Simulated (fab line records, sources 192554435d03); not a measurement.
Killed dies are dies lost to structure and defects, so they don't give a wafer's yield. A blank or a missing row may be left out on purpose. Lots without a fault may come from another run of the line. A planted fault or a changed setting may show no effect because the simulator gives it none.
Chamber matching | flow n5_finfet | N5_BEOL_M4_ILD_DEP_00 on pecvd-03: 3 sister chambers
The step deposits SiOC from DEMS/O2, target thk 79 nm, time 15.3 s. 3 wafers are shown with their chamber, then 8 later ones without.

WAFERS WITH THEIR CHAMBER
wafer  | chamber | throttle_valve_pct (%)
L085.4 | 2       | 11.5
L088.6 | 1       | 12.4
L090.2 | 0       | 11.8

WAFERS WITHOUT THEIR CHAMBER
wafer  | throttle_valve_pct (%)
L090.3 | 11.4
L090.4 | 11.5
L094.4 | 12.4
L094.5 | 12.7
L094.6 | 11.8
L095.2 | 12.5
L095.4 | 12.3
L095.5 | 12.7

WHICH CHAMBER EACH WENT THROUGH
wafer  | from the rows above     | in truth
L090.3 | can't be placed: 2 or 0 | 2
L090.4 | can't be placed: 2 or 0 | 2
L094.4 | 1                       | 1
L094.5 | 1                       | 1
L094.6 | can't be placed: 0 or 2 | 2
L095.2 | 1                       | 1
L095.4 | 1                       | 1
L095.5 | 1                       | 1
Placed correctly: 5 of 8. Can't be placed from these rows: 3 (the true chamber is among the candidates in 3). Placed wrongly: 0.
How it was worked out, from the rows above alone: a wafer's distance from a chamber is the root of the sum, over the readings, of the square of ((its reading less the chamber's mean) divided by the reading's scatter). The wafer belongs to the nearest chamber; if the next one is less than 2 further off, it can't be placed. A chamber's mean is the mean of its shown wafers. The scatter: with one shown wafer a chamber, the root of the mean of the squares of how far each hidden wafer lies from its nearest shown one.
